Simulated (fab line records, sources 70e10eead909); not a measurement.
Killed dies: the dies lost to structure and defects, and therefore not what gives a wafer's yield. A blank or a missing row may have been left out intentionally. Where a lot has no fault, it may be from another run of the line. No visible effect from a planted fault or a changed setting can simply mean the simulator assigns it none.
A lot that was struck, set against a sound lot :: flow nand harc :: 25 out of 1159 route steps
Sound: the wafers L346.1, L346.4, L346.5. Struck: wafers L354.1, L354.4, L354.5. Last of all comes the cause.
Per side, at each step with rows, come the tool, then ch with its chambers, and then its first start. Under that, the readings that differ: sound wafers :: struck wafers :: difference of the means :: sigmas: that difference in standard deviations of wafers without a fault.
alike: words and numbers the same on both sides, and readings whose means are apart by under 2 such deviations; not compared: readings that were withheld, readings missing a value for some wafer, numbers with overlapping values and no deviation given by the record, and bounds like >300 which may hide the same value.
The two part at a step that has a row with sigmas, a row that says differs or no value, or rows on one side only. Non-overlapping numbers with no deviation appear without sigmas and do not part them. A reading that every wafer of one side lacks parts them only if that side has two wafers or more.

first, 12 steps without rows for these wafers: NHARC_P_STI_ETCH_26 (etches SiO2 in dHF, target depth 11 nm); NHARC_P_STI_PRECLEAN_27 (cleans in SC1); NHARC_P_STI_SRD_28; NHARC_P_STI_OXIDE_29 (material SiO2, target thk 10 nm, ox time 1362 s); NHARC_P_STI_HM_DEP_30 (deposits Si3N4, target thk 80 nm, time 873 s); NHARC_P_STI_DEHYDRATE_01 (time 120 s); NHARC_P_STI_HMDS_02 (time 30 s); NHARC_P_STI_COAT_41 (time 65 s); NHARC_P_STI_COAT_03 (resist thk 600 nm); NHARC_P_STI_SOFTBAKE_04 (time 70 s); NHARC_P_STI_EBR_05; NHARC_P_STI_EXPOSE_06 (exposes mask P STI, target cd 200 nm).
NHARC_P_STI_PEB_07: peb time 80 s.
  sound on litho track-02 ch 0, day 2 13:41; struck on litho track-02 ch 0, day 4 17:25
reading: heater power total W (W)
sound: 190.2 190.7 190.9
struck: 184.4 184.2 184.0
difference: -6.4
sigmas: -8

reading: plate temp C (C)
sound: 128.13 128.06 128.27
struck: 125.08 125.16 125.30
difference: -2.97
sigmas: -25
  alike: chill plate temp C
then, 1 step without rows for these wafers: NHARC_P_STI_DEVELOP_08 (time 50 s).
NHARC_P_STI_CD_MEAS_09: target cd 200 nm.
  sound on cd sem-03 ch 0, day 2 13:46; struck on cd sem-03 ch 0, day 4 17:31
reading: cd nm (nm)
sound: 200.5 204.5 200.6
struck: 173.0 174.7 173.1
difference: -28.3
sigmas: -17
NHARC_P_STI_OVL_MEAS_10:
  sound: overlay-02 at day 2 13:52; struck: overlay-01 at day 4 17:36
  alike: overlay x nm, overlay y nm
NHARC_P_STI_INSPECT_11:
  sound: defect inspect-01 at day 2 13:53; struck: defect inspect-01 at day 4 17:38
  alike: raw defect count
then, 1 step without rows for these wafers: NHARC_P_STI_HARDBAKE_13 (time 65 s).
NHARC_P_STI_DESCUM_14: chemistry O2, time 3 s.
  sound on rie diel-05 ch 0,2,3, day 2 14:02; struck on rie diel-01 ch 0,1, day 4 17:46
reading: model.P_STI.cd nm (nm)
sound: 200.3 203.5 200.7
struck: 173.7 174.3 173.5
difference: -27.7
sigmas: 
  alike: drypump motor current A, oes product au, rf vpp V, showerhead plenum p Torr, throttle valve pct
  not compared: rf hours counter h
NHARC_P_STI_ETCH_42: etches the open film in N2/H2, target depth 80 nm, overetch 24 nm, time 61 s.
  sound on rie diel-05 ch 1,2, day 2 14:07; struck on rie diel-01 ch 0,2, day 4 17:51
  alike: drypump motor current A, oes product au, rf vpp V, showerhead plenum p Torr, throttle valve pct
  not compared: rf hours counter h
NHARC_P_STI_ETCH_31: etches the open film in CF4/CHF3, target depth 108.9 nm, time 54.5 s.
  sound: rie diel-05 ch 0,2; struck: rie diel-01 ch 0,2,3
  alike: drypump motor current A, oes product au, rf vpp V, showerhead plenum p Torr, throttle valve pct
  not compared: rf hours counter h
NHARC_P_STI_ETCH_15: etches the open film in HBr/Cl2, target depth 300 nm, time 100.1 s.
  sound on rie si-04 ch 1,2, day 2 14:18; struck on rie si-06 ch 0,3, day 4 18:03
reading: model.P_STI.cd nm (nm)
sound: 199 202.8 198.9
struck: 173.5 173.4 173.4
difference: -26.8
sigmas: 
  alike: drypump motor current A, mfc cl2 sccm, oes product au, throttle valve pct
  not compared: rf hours counter h
NHARC_P_STI_CD_MEAS_16:
  sound: cd sem-02 at day 2 14:28; struck: cd sem-03 at day 4 18:14
reading: cd nm (nm)
sound: 198.8 202.9 198.8
struck: 173.1 173.4 173.6
difference: -26.8
sigmas: -15
NHARC_P_STI_OCD_MEAS_17:
  sound: ocd-01 at day 2 14:33; struck: ocd-01 at day 4 18:20
reading: trench foot cd nm (nm)
sound: 159.2 162.5 159.4
struck: 131.8 133.9 131.2
difference: -28.1
sigmas: -16
  alike: trench depth nm
then, 1 step without rows for these wafers: NHARC_P_STI_STRIP_19 (strips in SPM, time 900 s).

## WHERE THEY PART
Last at NHARC_P_STI_OCD_MEAS_17 as far as this record goes, first at NHARC_P_STI_PEB_07.

WHY: what had been put in by the simulator
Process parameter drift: litho track-02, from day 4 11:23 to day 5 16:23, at NHARC_P_STI_PEB_07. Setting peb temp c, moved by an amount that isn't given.
